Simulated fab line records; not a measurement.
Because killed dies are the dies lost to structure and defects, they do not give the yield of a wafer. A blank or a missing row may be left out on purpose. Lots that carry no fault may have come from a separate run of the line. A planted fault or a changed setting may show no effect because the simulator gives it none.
fab line records -- flow nand_harc
record lots=5, wafers=15, last_day=27
route steps=1159 shown A_ONON_D1@428 END@1159
lots with no fault: from the same line, run without faults
start_h: hours from the record's opening day to when the first of the lot's shown wafers began -- wait_h: hours elapsed since this lot's preceding step -- " identical to the entry in the row above -- L1.1+2: a row that stands for several wafers -- - no value, or no start given -- * or withheld: withheld -- < > ~ a bound
route shown NAME@n: a module of which the file shows steps, and the number in the route of the first -- usual: the fault-free wafers' mean and standard deviation -- same: alike in all rows -- chamber/n: place in a boat -- sites: per-site readings -- _std_site: their standard deviation -- _edge_site: outer sites' mean less inner sites' -- radius_mm: how far each site lies from the wafer's centre -- mask NAME#n: copy n -- behind: tool/chamber where the wafer was last shaped -- hold: why the lot went on hold/how many hours it stayed there/how the hold came to an end -- device: whichever transistor did not switch (one of n, p or np) -- end of line: at the end of the route, the tests of the same wafers -- step lacking rows: just its recipe -- killed: count of dies lost to structure and defects at first sort (not the wafer's yield) -- map: dies across one wafer; x = killed, . = not, _ = none there
set.NAME: the run value of the setting; set.NAME@STEP: its run value at that earlier step -- model.NAME: the simulator's own value behind a step, which no gauge read
certain route steps with their lots: each step a table, each wafer a row
services: when a tool's chamber went out of use (start_h, in hours from the record's first day, below 0 if earlier), for how many hours, and the reason
## steps
# step NHARC_A_ONON_D1_DEP_06
# recipe target_thk_a=10000, n2_flow_sccm=2750, n2o_flow_sccm=2000, nh3_flow_sccm=500, sih4_flow_sccm=210, temp_c=400
# step NHARC_A_ONON_D1_THK_MEAS_08
# recipe thk_meas_gauge=ellipsometry
# usual thk_nm=1001/11
lot.wafer,tool,chamber,start_h,wait_h,thk_nm
L244.2,film_metro-01,-,169.56,-,1004
L244.5,film_metro-01,-,169.56,-,1004
L244.6,film_metro-01,-,169.56,-,1003
L246.2,film_metro-01,-,179.55,-,998
L246.3,film_metro-01,-,179.55,-,998
L246.6,film_metro-01,-,179.55,-,996
L249.1,film_metro-02,-,201.10,-,1009
L249.5,film_metro-02,-,201.10,-,1012
L249.6,film_metro-02,-,201.10,-,1011
L262.2,film_metro-02,-,274.11,-,992
L262.3,film_metro-02,-,274.11,-,992
L262.4,film_metro-02,-,274.11,-,992
L264.1,film_metro-01,-,283.50,-,1002
L264.3,film_metro-01,-,283.50,-,1002
L264.4,film_metro-01,-,283.50,-,1001
# step NHARC_A_ONON_D1_DEP_09
# recipe target_thk_a=10000, n2_flow_sccm=2750, n2o_flow_sccm=2000, nh3_flow_sccm=500, sih4_flow_sccm=210, temp_c=400
# step NHARC_A_ONON_D1_THK_MEAS_11
# recipe thk_meas_gauge=ellipsometry
# usual thk_nm=1002/9
lot.wafer,tool,chamber,start_h,wait_h,thk_nm
L244.2,film_metro-02,-,170.15,-,1002
L244.5,film_metro-02,-,170.15,-,1003
L244.6,film_metro-02,-,170.15,-,1002
L246.2,film_metro-02,-,180.12,-,1002
L246.3,film_metro-02,-,180.12,-,1000
L246.6,film_metro-02,-,180.12,-,999
L249.1,film_metro-02,-,201.67,-,999
L249.5,film_metro-02,-,201.67,-,999
L249.6,film_metro-02,-,201.67,-,997
L262.2,film_metro-01,-,274.68,-,1003
L262.3,film_metro-01,-,274.68,-,1001
L262.4,film_metro-01,-,274.68,-,1003
L264.1,film_metro-01,-,284.06,-,982
L264.3,film_metro-01,-,284.06,-,982
L264.4,film_metro-01,-,284.06,-,981
# step NHARC_A_ONON_D1_DEP_12
# recipe target_thk_a=10000, n2_flow_sccm=2750, n2o_flow_sccm=2000, nh3_flow_sccm=500, sih4_flow_sccm=210, temp_c=400
# step NHARC_A_ONON_D1_THK_MEAS_14
# recipe thk_meas_gauge=ellipsometry
# usual thk_nm=997/8.6
lot.wafer,tool,chamber,start_h,wait_h,thk_nm
L244.2,film_metro-02,-,170.71,-,1007
L244.5,film_metro-02,-,170.71,-,1006
L244.6,film_metro-02,-,170.71,-,1007
L246.2,film_metro-01,-,180.68,-,1011
L246.3,film_metro-01,-,180.68,-,1009
L246.6,film_metro-01,-,180.68,-,1012
L249.1,film_metro-01,-,202.23,-,986
L249.5,film_metro-01,-,202.23,-,985
L249.6,film_metro-01,-,202.23,-,988
L262.2,film_metro-01,-,275.25,-,996
L262.3,film_metro-01,-,275.25,-,996
L262.4,film_metro-01,-,275.25,-,997
L264.1,film_metro-01,-,284.63,-,1001
L264.3,film_metro-01,-,284.63,-,1001
L264.4,film_metro-01,-,284.63,-,1002
# step NHARC_A_ONON_D1_ANNEAL_15
# recipe temp_c=750, time_s=3600
# step NHARC_A_ONON_D1_DEP_16
# recipe target_thk_a=10000, n2_flow_sccm=2750, n2o_flow_sccm=2000, nh3_flow_sccm=500, sih4_flow_sccm=210, temp_c=400
# step NHARC_A_ONON_D1_THK_MEAS_18
# recipe thk_meas_gauge=ellipsometry
# usual thk_nm=996/9.5
lot.wafer,tool,chamber,start_h,wait_h,thk_nm
L244.2,film_metro-02,-,177.88,-,992
L244.5,film_metro-02,-,177.88,-,992
L244.6,film_metro-02,-,177.88,-,993
L246.2,film_metro-02,-,187.85,-,986
L246.3,film_metro-02,-,187.85,-,988
L246.6,film_metro-02,-,187.85,-,987
L249.1,film_metro-02,-,210.37,-,1000
L249.5,film_metro-02,-,210.37,-,998
L249.6,film_metro-02,-,210.37,-,1000
L262.2,film_metro-01,-,284.61,-,973
L262.3,film_metro-01,-,284.61,-,972
L262.4,film_metro-01,-,284.61,-,971
L264.1,film_metro-01,-,291.72,-,1002
L264.3,film_metro-01,-,291.72,-,1001
L264.4,film_metro-01,-,291.72,-,1000
# step NHARC_A_ONON_D1_DEP_19
# recipe target_thk_a=10000, n2_flow_sccm=2750, n2o_flow_sccm=2000, nh3_flow_sccm=500, sih4_flow_sccm=210, temp_c=400
# step NHARC_A_ONON_D1_THK_MEAS_21
# recipe thk_meas_gauge=ellipsometry
# usual thk_nm=1002/8.8
lot.wafer,tool,chamber,start_h,wait_h,thk_nm
L244.2,film_metro-02,-,178.78,-,1015
L244.5,film_metro-02,-,178.78,-,1018
L244.6,film_metro-02,-,178.78,-,1017
L246.2,film_metro-02,-,188.42,-,1011
L246.3,film_metro-02,-,188.42,-,1011
L246.6,film_metro-02,-,188.42,-,1012
L249.1,film_metro-02,-,210.94,-,1014
L249.5,film_metro-02,-,210.94,-,1012
L249.6,film_metro-02,-,210.94,-,1015
L262.2,film_metro-02,-,285.18,-,1013
L262.3,film_metro-02,-,285.18,-,1010
L262.4,film_metro-02,-,285.18,-,1012
L264.1,film_metro-02,-,292.28,-,989
L264.3,film_metro-02,-,292.28,-,989
L264.4,film_metro-02,-,292.28,-,989
# step NHARC_A_ONON_D1_DEP_22
# recipe target_thk_a=10000, n2_flow_sccm=2750, n2o_flow_sccm=2000, nh3_flow_sccm=500, sih4_flow_sccm=210, temp_c=400
lot.wafer,tool,chamber,start_h,wait_h
L244.2+5+6,pecvd_onon-02,0,178.89,0.1
L246.2+3+6,pecvd_onon-04,0,188.54,0.1
L249.1+5+6,pecvd_onon-03,0,210.99,0.1
L262.2+3+4,pecvd_onon-02,0,285.29,0.1
L264.1+3+4,pecvd_onon-04,0,292.34,0.1
# step NHARC_A_ONON_D1_THK_MEAS_24
# recipe thk_meas_gauge=ellipsometry
# usual thk_nm=1000/11
lot.wafer,tool,chamber,start_h,wait_h,thk_nm
L244.2,film_metro-01,-,179.35,-,979
L244.5,film_metro-01,-,179.35,-,979
L244.6,film_metro-01,-,179.35,-,978
L246.2,film_metro-02,-,188.99,-,1024
L246.3,film_metro-02,-,188.99,-,1026
L246.6,film_metro-02,-,188.99,-,1025
L249.1,film_metro-02,-,211.50,-,1013
L249.5,film_metro-02,-,211.50,-,1014
L249.6,film_metro-02,-,211.50,-,1016
L262.2,film_metro-02,-,285.74,-,671
L262.3,film_metro-02,-,285.74,-,1002
L262.4,film_metro-02,-,285.74,-,1002
L264.1,film_metro-02,-,292.85,-,991
L264.3,film_metro-02,-,292.85,-,990
L264.4,film_metro-02,-,292.85,-,989
# step NHARC_A_ONON_D1_DEP_25
# recipe target_thk_a=10000, n2_flow_sccm=2750, n2o_flow_sccm=2000, nh3_flow_sccm=500, sih4_flow_sccm=210, temp_c=400
# step NHARC_END_SORT_01
# recipe temp_c=25
# usual killed_at_array=28/11, killed_at_other=0.9/1.2, killed_at_periphery=2.6/2.1, killed_dies=31/11, killed_open=3.1/1.7, killed_short=1.9/1.3
# same gross_dies=677
lot.wafer,tool,chamber,start_h,wait_h,killed_at_array,killed_at_other,killed_at_periphery,killed_dies,killed_open,killed_short
L249.5,prober-02,0,589.55,3.7,16,1,0,17,4,2
L249.6,prober-02,0,590.36,4.0,14,2,3,19,4,2
L262.2,prober-02,0,622.48,2.8,671,0,6,677,3,0
# killed by level:class
L249.5 A_CHANNEL_HOLE_D1:chamber_film_flake=4 A_CONTACT:chamber_film_flake=3 A_M0:geometric_particle:open=2 A_M0:chamber_film_flake=2 A_CHANNEL_HOLE_D1:geometric_particle:short=1 A_CHANNEL_HOLE_D1:geometric_particle:open=1 A_CONTACT:geometric_particle:open=1 A_M0:geometric_particle:short=1
L249.6 A_CHANNEL_HOLE_D1:chamber_film_flake=7 THIN_TSV:chamber_film_flake=2 P_M1:geometric_particle:open=1 A_ONON_D1:geometric_particle:short=1 A_CONTACT:geometric_particle:open=1 A_M0:geometric_particle:open=1 A_M0:geometric_particle:short=1 A_M1:geometric_particle:open=1
L262.2 A_ONON_D1:area_dep=653 A_CHANNEL_HOLE_D1:chamber_film_flake=5 A_STAIRCASE:chamber_film_flake=5 A_CONTACT:chamber_film_flake=5 P_GATE:chamber_film_flake=3 P_M1:chamber_film_flake=2 P_M1:geometric_particle:open=1 A_BLC:geometric_particle:open=1
# map L262.2 (x killed, . not)
____________x____________
_________xxxxxxx_________
_______xxxxxxxxxxx_______
______xxxxxxxxxxxxx______
_____xxxxxxxxxxxxxxx_____
____xxxxxxxxxxxxxxxxx____
____xxxxxxxxxxxxxxxxx____
___xxxxxxxxxxxxxxxxxxx___
___xxxxxxxxxxxxxxxxxxx___
__xxxxxxxxxxxxxxxxxxxxx__
__xxxxxxxxxxxxxxxxxxxxx__
_xxxxxxxxxxxxxxxxxxxxxxx_
_xxxxxxxxxxxxxxxxxxxxxxx_
_xxxxxxxxxxxxxxxxxxxxxxx_
_xxxxxxxxxxxxxxxxxxxxxxx_
_xxxxxxxxxxxxxxxxxxxxxxx_
xxxxxxxxxxxxxxxxxxxxxxxxx
xxxxxxxxxxxxxxxxxxxxxxxxx
xxxxxxxxxxxxxxxxxxxxxxxxx
xxxxxxxxxxxxxxxxxxxxxxxxx
xxxxxxxxxxxxxxxxxxxxxxxxx
_xxxxxxxxxxxxxxxxxxxxxxx_
_xxxxxxxxxxxxxxxxxxxxxxx_
_xxxxxxxxxxxxxxxxxxxxxxx_
_xxxxxxxxxxxxxxxxxxxxxxx_
_xxxxxxxxxxxxxxxxxxxxxxx_
__xxxxxxxxxxxxxxxxxxxxx__
__xxxxxxxxxxxxxxxxxxxxx__
___xxxxxxxxxxxxxxxxxxx___
___xxxxxxxxxxxxxxxxxxx___
____xxxxxxxxxxxxxxxxx____
____xxxxxxxxxxxxxxxxx____
_____xxxxxxxxxxxxxxx_____
______xxxxxxxxxxxxx______
_______xxxxxxxxxxx_______
_________xxxxxxx_________
____________x____________
# map L244.2 (x killed, . not)
____________.____________
_________......._________
_______..........._______
______.............______
_____..x............_____
____...x.............____
____..x....x.........____
___......x............___
___....x..............___
__.....x.x.............__
__....x....x...........__
_...........x..........._
_...............x......._
_......................._
_......................._
_......................._
.........x..........x....
..x....................x.
........................x
.........................
........................x
_x................x....._
_.....................x._
_......................._
_......................._
_......................._
__.x...x...............__
__.....................__
___...................___
___x..................___
____...x.............____
____.................____
_____.............x._____
______.............______
_______..........._______
_________......._________
____________.____________
## services
tool,chamber,start_h,hours,kind
pecvd_onon-04,-,237.00,13.0,pm
pecvd_onon-02,-,292.13,13.0,pm
## key
first_sign step=NHARC_A_ONON_D1_THK_MEAS_24, reading=thk_nm, direction=down, sigmas=29, usual=1000, struck=671
effect step=NHARC_END_SORT_01, reading=killed_at_array, direction=up, sigmas=60, usual=28, struck=671
more_kills_born_at NHARC_A_ONON_D1_DEP_22@pecvd_onon-02=653
met_at NHARC_A_ONON_D1_DEP_22
struck_wafers L262.2
later_rows_left_out L262.2
tester_left_out L262
onset_between 178.89 285.29
fault kind=process_parameter_drift, tool=pecvd_onon-02, chamber=-, onset_h=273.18, steps=NHARC_A_ONON_D1_DEP_22, channel=target_thk_a, offset=*, shape=step, end_h=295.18, scope=struck_wafers_only, acts_in=*, stated=*
# tester_left_out: of these lots the tester's yield and bins aren't shown, on N5 and GAA mostly nor the transistor test; their killed dies are dies lost to structure and defects alone, not to doping, threshold or leakage, so they don't give the yield
# later_rows_left_out: the simulator's readings of these wafers behind a module that went badly wrong aren't trusted and aren't shown, but for the sort
